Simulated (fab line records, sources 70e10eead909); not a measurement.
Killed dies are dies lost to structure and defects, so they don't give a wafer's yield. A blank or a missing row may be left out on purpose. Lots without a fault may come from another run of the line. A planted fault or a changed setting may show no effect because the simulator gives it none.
Which tool did it? | flow nand_harc | 13 lots, 39 wafers sampled, at 5 steps of a route of 1159

WHAT THE GAUGES READ, wafer by wafer
NHARC_A_M0_INSPECT_27.
lot  | measured     | on                | raw_defect_count
L239 | day 17 18:19 | defect_inspect-02 | 412 493 285
L243 | day 18 17:43 | defect_inspect-02 | 358 402 333
L244 | day 18 22:44 | defect_inspect-01 | 479 425 310
L246 | day 19 09:25 | defect_inspect-01 | 417 521 456
L247 | day 19 19:56 | defect_inspect-02 | 498 531 676
L252 | day 20 01:07 | defect_inspect-02 | 430 361 381
L249 | day 20 05:29 | defect_inspect-02 | 639 663 728
L250 | day 20 17:12 | defect_inspect-02 | 248 304 269
L258 | day 22 07:01 | defect_inspect-01 | 367 334 449
L259 | day 22 17:40 | defect_inspect-01 | 466 824 431
L260 | day 23 07:53 | defect_inspect-01 | 654 559 463
L261 | day 23 08:11 | defect_inspect-02 | 332 501 333
L262 | day 23 11:47 | defect_inspect-01 | 412 430 471

NHARC_END_SORT_01.
lot  | measured     | on        | defect_limited_yield (%) | killed_at_array | killed_at_other | killed_at_periphery | killed_dies | killed_open | killed_short | sort_bin_2_pct (%) | sort_bin_3_pct (%) | sort_bin_4_pct (%) | sort_n_pass | sort_rim_yield_pct (%) | sort_yield_pct (%)
L246 | day 21 03:38 | prober-01 | 95.7 96.3 95.7           | 29 24 27        | 0 1 1           | 0 0 1               | 29 25 29    | 4 2 7       | 0 4 1        | 1.3 1.0 1.0        | 0.15 0.30 0.15     | 2.8 2.4 3.1        | 648 652 648 | 99.1 98.1 99.1         | 95.7 96.3 95.7

WHICH TOOL RAN EACH LOT (tool, then ch and the chambers of the sampled wafers, then the start)
lot  | NHARC_A_M0_ANNEAL_30             | NHARC_A_M1_ANNEAL_31             | NHARC_A_M1_DEP_33
L239 | rtp_anneal-01 ch 0, day 17 17:26 | rtp_anneal-02 ch 0, day 17 21:57 | pecvd-03 ch 0,1,2, day 17 22:55
L243 | rtp_anneal-01 ch 0, day 18 16:56 | rtp_anneal-02 ch 0, day 18 20:59 | pecvd-03 ch 1,2, day 18 21:56
L244 | rtp_anneal-02 ch 0, day 18 21:58 | rtp_anneal-02 ch 0, day 19 02:44 | pecvd-04 ch 0,1, day 19 03:39
L246 | rtp_anneal-02 ch 0, day 19 08:42 | rtp_anneal-01 ch 0, day 19 13:09 | pecvd-01 ch 0,1, day 19 14:14
L247 | rtp_anneal-02 ch 0, day 19 19:07 | rtp_anneal-01 ch 0, day 19 23:09 | pecvd-04 ch 0,1,2, day 20 00:11
L252 | rtp_anneal-02 ch 0, day 20 00:23 | rtp_anneal-02 ch 0, day 20 04:36 | pecvd-03 ch 0,1,2, day 20 05:34
L249 | rtp_anneal-01 ch 0, day 20 04:49 | rtp_anneal-02 ch 0, day 20 09:04 | pecvd-03 ch 0,1,2, day 20 10:00
L250 | rtp_anneal-01 ch 0, day 20 16:26 | rtp_anneal-01 ch 0, day 20 20:29 | pecvd-04 ch 0,1,2, day 20 21:30
L258 | rtp_anneal-01 ch 0, day 22 06:12 | rtp_anneal-01 ch 0, day 22 10:22 | pecvd-01 ch 0,1, day 22 11:22
L259 | rtp_anneal-02 ch 0, day 22 16:54 | rtp_anneal-02 ch 0, day 22 21:02 | pecvd-01 ch 1,2, day 22 21:56
L260 | rtp_anneal-02 ch 0, day 23 07:10 | rtp_anneal-01 ch 0, day 23 12:34 | pecvd-01 ch 0,2, day 23 13:31
L261 | rtp_anneal-01 ch 0, day 23 07:22 | rtp_anneal-02 ch 0, day 23 12:10 | pecvd-03 ch 0,2, day 23 13:08
L262 | rtp_anneal-01 ch 0, day 23 10:58 | rtp_anneal-01 ch 0, day 23 15:00 | pecvd-01 ch 0,1,2, day 23 15:59
- NHARC_A_M0_ANNEAL_30: time 90 s.
- NHARC_A_M1_ANNEAL_31: time 90 s.
- NHARC_A_M1_DEP_33: deposits SiCN, target thk 30 nm.

WHAT THE TOOLS THEMSELVES READ (means of the sampled wafers that have a number; where no wafer has one, the mark that the record gives instead)
NHARC_A_M0_ANNEAL_30.
lot  | tool          | wafer_temp_C_max
L239 | rtp_anneal-01 | 225.8
L243 | rtp_anneal-01 | 225.7
L244 | rtp_anneal-02 | 226.1
L246 | rtp_anneal-02 | 226.2
L247 | rtp_anneal-02 | 226.3
L252 | rtp_anneal-02 | 226.0
L249 | rtp_anneal-01 | 225.5
L250 | rtp_anneal-01 | 225.8
L258 | rtp_anneal-01 | 225.9
L259 | rtp_anneal-02 | 226.2
L260 | rtp_anneal-02 | 226.6
L261 | rtp_anneal-01 | 226.0
L262 | rtp_anneal-01 | 225.8

NHARC_A_M1_ANNEAL_31.
lot  | tool          | wafer_temp_C_max
L239 | rtp_anneal-02 | 225.9
L243 | rtp_anneal-02 | 226.0
L244 | rtp_anneal-02 | 226.2
L246 | rtp_anneal-01 | 226.1
L247 | rtp_anneal-01 | 225.6
L252 | rtp_anneal-02 | 226.4
L249 | rtp_anneal-02 | 226.4
L250 | rtp_anneal-01 | 225.8
L258 | rtp_anneal-01 | 225.9
L259 | rtp_anneal-02 | 226.5
L260 | rtp_anneal-01 | 225.9
L261 | rtp_anneal-02 | 226.5
L262 | rtp_anneal-01 | 225.6

NHARC_A_M1_DEP_33.
lot  | tool     | chamber_pressure_Torr (Torr) | heater_power_outer_w (W) | heater_power_w (W)
L239 | pecvd-03 | 3.003                        | 347                      | 595
L243 | pecvd-03 | 3.001                        | 375                      | 637
L244 | pecvd-04 | 2.994                        | 331                      | 543
L246 | pecvd-01 | 3.009                        | 380                      | 673
L247 | pecvd-04 | 3.005                        | 303                      | 546
L252 | pecvd-03 | -                            | -                        | -
L249 | pecvd-03 | -                            | -                        | -
L250 | pecvd-04 | -                            | -                        | -
L258 | pecvd-01 | 3.004                        | 387                      | 689
L259 | pecvd-01 | 3.000                        | 345                      | 630
L260 | pecvd-01 | 2.999                        | 348                      | 653
L261 | pecvd-03 | 3.000                        | 319                      | 549
L262 | pecvd-01 | 3.000                        | 353                      | 648

THE ANSWER, worked out from the rows above alone
Rule: what is usual is taken from the lots themselves. Put in order of their means at a reading, lots are off if they are a third of the lots or fewer, leave a main group of 4 or more, and stand apart from it by a gap of 3 or more times the standard deviation of the main group's means; of several such gaps the widest counts. A main group whose means are all the same, to the digits that the tables above print for the reading, isn't used. A lot without any number at a reading at which 4 lots or more have one is off too. The other lots that the step has rows for count as sound. The gauges are gone through in route order, then the tools' own readings, and for those a lot's mean is taken as printed above. The first step at which some lot is off is used, and at that step the reading that is off furthest; a lot without a number counts as furthest.
Off: L252, L249, L250, at NHARC_A_M1_DEP_33 (chamber_pressure_Torr). Without a number there: L252, L249, L250. The main group: mean 3.002 Torr, standard deviation 0.0038.
A tool fits if, at that step or a process step before it, it ran every lot that is off, and no sound lot after the first of them. None of those tried fits.

WHAT THE SIMULATOR HAD PUT IN
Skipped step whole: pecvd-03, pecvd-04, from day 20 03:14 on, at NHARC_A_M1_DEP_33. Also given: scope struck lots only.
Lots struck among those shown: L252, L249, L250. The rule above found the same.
